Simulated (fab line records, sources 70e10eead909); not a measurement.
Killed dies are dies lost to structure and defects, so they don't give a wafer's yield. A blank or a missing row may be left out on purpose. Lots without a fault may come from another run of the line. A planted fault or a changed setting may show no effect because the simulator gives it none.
fab line records | flow nand_harc
record lots=5 wafers=15 last_day=33
route steps=1302 shown P_STI@107 P_GATE@110 END@1302
lots that met no fault: from a run of the same line without faults
start_h: hours from the record's first day to the start of the lot's first wafer shown | wait_h: hours since the lot's step before | " the same as in the row above | L1.1+2: a row that stands for several wafers | - no value, or no start given | * or withheld: withheld | < > ~ a bound
route shown NAME@n: a module of which the file shows steps, and the number in the route of the first | usual: mean/standard deviation of fault-free wafers | same: alike in all rows | chamber/n: place in a boat | sites: the reading at each site | _std_site: their standard deviation | _edge_site: outer sites' mean less inner sites' | radius_mm: how far each site lies from the wafer's centre | mask NAME#n: copy n | behind: the tool/chamber that last shaped the wafer | hold: why the lot was held/for how many hours/how that ended | device: the transistor (n, p or np) that didn't switch | end of line: the same wafers' tests at the end of the route | a step without rows: its recipe alone | killed: dies lost to structure and defects at the first sort, not the wafer's yield | map: a wafer's dies, x killed, . not, _ none there
set.NAME: the setting as run; set.NAME@STEP: as run at that earlier step | model.NAME: the simulator's own value behind a step, which no gauge read
lots at some steps of the route; a table a step, a row a wafer
services: from which hour (start_h, from the record's first day; less than 0 if before it) a tool's chamber was out of use, for how many hours, and why
## steps
# step NHARC_P_STI_SRD_39
# step NHARC_P_STI_OXIDE_40
# recipe target_thk_a=100 temp_c=900 ox_time_s=1362 material=SiO2
# step NHARC_P_STI_INSPECT_25
# usual raw_defect_count=214/65
# columns lot.wafer tool chamber start_h wait_h raw_defect_count
L542.1 defect_inspect-02 - 78.52 0.4 191
L542.2 " - " " 115
L542.5 " - " " 193
L545.1 defect_inspect-02 - 101.81 0.4 234
L545.2 " - " " 166
L545.4 " - " " 235
L550.2 defect_inspect-02 - 153.07 0.4 176
L550.5 " - " " 277
L550.6 " - " " 317
L560.2 defect_inspect-02 - 251.64 0.4 178
L560.3 " - " " 302
L560.6 " - " " 281
L564.1 defect_inspect-01 - 298.71 0.4 199
L564.2 " - " " 206
L564.3 " - " " 219
# step NHARC_P_GATE_ETCH_69
# recipe target_depth_a=140 chemistry=dHF material=SiO2
# step NHARC_P_GATE_PRECLEAN_70
# recipe time_s=* temp_c=50 bath_age_min=0 chemistry=SC1
# step NHARC_P_GATE_SRD_01
# step NHARC_P_GATE_OXIDE_02
# recipe target_thk_a=375 temp_c=950 p_h2o_torr=720 ox_time_s=365 material=SiO2
# step NHARC_P_GATE_DEHYDRATE_03
# recipe temp_c=150 time_s=120
# step NHARC_P_GATE_HMDS_04
# recipe time_s=30
# step NHARC_P_GATE_COAT_05
# recipe spin_rpm=4690
# step NHARC_P_GATE_SOFTBAKE_06
# recipe temp_c=122 time_s=95
# step NHARC_P_GATE_EBR_07
# step NHARC_P_GATE_EXPOSE_08
# recipe na=0.6 dose_mj=16.75 mask_id=P_HV
# columns lot.wafer tool chamber start_h wait_h mask
L542.1+2+5 krf_scanner-03 0 86.75 - P_HV#0
L545.1+2+4 krf_scanner-02 0 111.84 - P_HV#0
L550.2+5+6 krf_scanner-03 0 161.46 - P_PSD#0
L560.2+3+6 krf_scanner-02 0 260.34 - P_HV#0
L564.1+2+3 krf_scanner-02 0 307.20 - P_HV#0
# step NHARC_P_GATE_PEB_09
# recipe peb_temp_c=118 peb_time_s=85
# step NHARC_P_GATE_DEVELOP_10
# recipe time_s=70
# step NHARC_P_GATE_CD_MEAS_11
# recipe target_cd_nm=1640 landing_energy_ev=500
# usual cd_nm=1638.4/1.6
# columns lot.wafer tool chamber start_h wait_h cd_nm
L542.1 cd_sem-01 0 86.90 - 1636.5
L542.2 " 0 " " 1636.8
L542.5 " 0 " " 1638.7
L545.1 cd_sem-01 0 112.00 - 1639.5
L545.2 " 0 " " 1636.1
L545.4 " 0 " " 1637.6
L550.2 cd_sem-01 0 161.61 - -
L550.5 " 0 " " -
L550.6 " 0 " " -
L560.2 cd_sem-03 0 260.49 - 1636.0
L560.3 " 0 " " 1636.3
L560.6 " 0 " " 1636.1
L564.1 cd_sem-03 0 307.36 - 1639.9
L564.2 " 0 " " 1639.2
L564.3 " 0 " " 1640.5
# step NHARC_P_GATE_HARDBAKE_12
# recipe temp_c=125 time_s=80
# step NHARC_END_SORT_01
# recipe temp_c=25
# usual killed_at_array=56/18 killed_at_other=1.4/1.5 killed_at_periphery=4/3.1 killed_dies=61/19 killed_open=3.5/1.8 killed_short=2.4/1.4
# same gross_dies=677
# columns lot.wafer tool chamber start_h wait_h killed_at_array killed_at_other killed_at_periphery killed_dies killed_open killed_short
L550.2 prober-01 0 636.53 2.8 67 0 610 677 4 3
L550.5 prober-01 0 638.95 3.7 78 0 599 677 4 1
L550.6 prober-01 0 639.76 4.0 74 1 602 677 5 3
# killed by level:class
L550.2 P_GATE:area_expose=599 A_CHANNEL_HOLE_D1:chamber_film_flake=35 A_SLIT:chamber_film_flake=19 A_CHANNEL_HOLE_D2:chamber_film_flake=4 P_M2:chamber_film_flake=3 P_BONDPAD:chamber_film_flake=3 A_CHANNEL_FILL_D1:geometric_particle:open=2 P_STI:chamber_film_flake=2
L550.5 P_GATE:area_expose=592 A_CHANNEL_HOLE_D1:chamber_film_flake=31 A_SLIT:chamber_film_flake=27 A_CHANNEL_HOLE_D2:chamber_film_flake=12 P_BONDPAD:chamber_film_flake=5 A_M0:geometric_particle:open=2 A_ONON_D2:geometric_particle:open=1 A_WL_FILL:geometric_particle:short=1
L550.6 P_GATE:area_expose=594 A_SLIT:chamber_film_flake=26 A_CHANNEL_HOLE_D1:chamber_film_flake=22 A_CHANNEL_HOLE_D2:chamber_film_flake=15 P_BONDPAD:chamber_film_flake=3 P_STI:chamber_film_flake=2 P_GATE:chamber_film_flake=2 P_M0:geometric_particle:open=1
# map L550.2 (x killed, . not)
____________x____________
_________xxxxxxx_________
_______xxxxxxxxxxx_______
______xxxxxxxxxxxxx______
_____xxxxxxxxxxxxxxx_____
____xxxxxxxxxxxxxxxxx____
____xxxxxxxxxxxxxxxxx____
___xxxxxxxxxxxxxxxxxxx___
___xxxxxxxxxxxxxxxxxxx___
__xxxxxxxxxxxxxxxxxxxxx__
__xxxxxxxxxxxxxxxxxxxxx__
_xxxxxxxxxxxxxxxxxxxxxxx_
_xxxxxxxxxxxxxxxxxxxxxxx_
_xxxxxxxxxxxxxxxxxxxxxxx_
_xxxxxxxxxxxxxxxxxxxxxxx_
_xxxxxxxxxxxxxxxxxxxxxxx_
xxxxxxxxxxxxxxxxxxxxxxxxx
xxxxxxxxxxxxxxxxxxxxxxxxx
xxxxxxxxxxxxxxxxxxxxxxxxx
xxxxxxxxxxxxxxxxxxxxxxxxx
xxxxxxxxxxxxxxxxxxxxxxxxx
_xxxxxxxxxxxxxxxxxxxxxxx_
_xxxxxxxxxxxxxxxxxxxxxxx_
_xxxxxxxxxxxxxxxxxxxxxxx_
_xxxxxxxxxxxxxxxxxxxxxxx_
_xxxxxxxxxxxxxxxxxxxxxxx_
__xxxxxxxxxxxxxxxxxxxxx__
__xxxxxxxxxxxxxxxxxxxxx__
___xxxxxxxxxxxxxxxxxxx___
___xxxxxxxxxxxxxxxxxxx___
____xxxxxxxxxxxxxxxxx____
____xxxxxxxxxxxxxxxxx____
_____xxxxxxxxxxxxxxx_____
______xxxxxxxxxxxxx______
_______xxxxxxxxxxx_______
_________xxxxxxx_________
____________x____________
# map L542.2 (x killed, . not)
____________.____________
_________......._________
_______..........._______
______.............______
_____..............._____
____x................____
____.........x.......____
___.....x.............___
___...................___
__.....................__
__..............x......__
_....................x.._
_..................x...._
_...............x....x.._
_......................._
_...........x...x......._
.........................
...........x.x...........
......................x..
..x......................
..................x......
_...........x...x.xxx..._
_...............x.xx..x._
_.............xx.xxxx..._
_...............x.xxxx.._
_...............xx.x...._
__.............xxxx....__
__...............xxx...__
___...........x..x....___
___.......x....x......___
____.......xxx.......____
____......xxx...xx...____
_____....xxxx..x...._____
______.x..xxxx.x...______
_______.....xxxx.._______
_________x.xxx.._________
____________x____________
## services
# columns tool chamber start_h hours kind
krf_scanner-02 - 63.47 0.2 repair
krf_scanner-02 - 64.73 0.5 repair
krf_scanner-02 - 94.00 4.0 pm
krf_scanner-03 0 120.87 - calibration
krf_scanner-02 - 187.31 1.5 repair
krf_scanner-03 - 199.71 0.3 repair
krf_scanner-02 0 202.88 - calibration
krf_scanner-03 - 224.00 4.0 pm
krf_scanner-03 - 249.70 0.9 repair
krf_scanner-02 - 266.00 4.0 pm
krf_scanner-02 - 293.70 0.3 repair
krf_scanner-03 0 295.64 - calibration
## key
first_sign step=NHARC_P_GATE_EXPOSE_08 reading=mask direction=changed
effect step=NHARC_P_GATE_CD_MEAS_11 reading=cd_nm direction=missing
effect step=NHARC_END_SORT_01 reading=killed_at_periphery direction=up sigmas=99+ usual=4 struck=604
more_kills_born_at NHARC_P_GATE_EXPOSE_08@krf_scanner-03=1785
met_at NHARC_P_GATE_EXPOSE_08
struck_wafers L550.2,L550.5,L550.6
later_rows_left_out L550.2,L550.5,L550.6
tester_left_out L550
onset_between 86.75 161.46
fault kind=wrong_mask tool=any chamber=- onset_h=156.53 steps=NHARC_P_GATE_EXPOSE_08 aux_copy=P_PSD#0 scope=struck_lots_only
# tester_left_out: of these lots the tester's yield and bins aren't shown, on N5 and GAA mostly nor the transistor test; their killed dies are dies lost to structure and defects alone, not to doping, threshold or leakage, so they don't give the yield
# later_rows_left_out: the simulator's readings of these wafers behind a module that went badly wrong aren't trusted and aren't shown, but for the sort
